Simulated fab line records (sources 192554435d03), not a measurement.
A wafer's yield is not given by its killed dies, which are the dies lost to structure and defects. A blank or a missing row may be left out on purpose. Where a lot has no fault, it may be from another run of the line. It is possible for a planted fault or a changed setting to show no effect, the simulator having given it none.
Chamber matching -- flow n5 finfet -- 3 sister chambers for N5_MOL_CONTACT_COAG_CO_FILL_22 on cvd co-02
The step material Co, precursor CCTBA/H2, target thk 20 nm. 14 wafers are shown with their chamber, then 6 later ones without.

WAFERS, EACH WITH ITS CHAMBER
wafer,chamber,heater power outer w (W),heater power w (W)
L420.2,0,150,278
L420.4,0,151,268
L420.6,2,102,209
L425.2,0,149,267
L425.5,0,152,268
L425.6,2,96,214
L427.1,1,117,248
L427.3,2,100,206
L427.5,1,119,254
L428.1,2,98,210
L428.3,1,116,249
L428.4,1,115,250
L435.3,2,102,209
L435.5,2,103,210

SIGNATURES (averages over the wafers above)
reading,chamber 0,chamber 1,chamber 2,scatter within a chamber
heater power outer w,150.50,116.75,100.17,2.14
heater power w,270.25,250.25,209.67,3.5
Rule: a wafer's distance from a chamber is the root of the sum, over the readings, of the square of ((its reading less the chamber's mean) divided by the reading's scatter). The wafer belongs to the nearest chamber; if the next one is less than 2 further off, it can't be placed. The scatter: the root of (the sum of the squares of (reading less its chamber's mean) over the shown wafers, divided by (wafers less chambers)).

WAFERS WITHOUT THEIR CHAMBER
wafer,heater power outer w (W),heater power w (W)
L440.2,117,259
L440.3,146,264
L440.4,101,210
L441.1,116,254
L441.2,153,269
L441.4,103,210

WHICH CHAMBER EACH ONE RAN IN
wafer,from the rows above,in truth
L440.2,1,1
L440.3,0,0
L440.4,2,2
L441.1,1,1
L441.2,0,0
L441.4,2,2
Correctly placed: 6 of 6. Not placeable from these rows: 0. Number placed wrongly: 0.
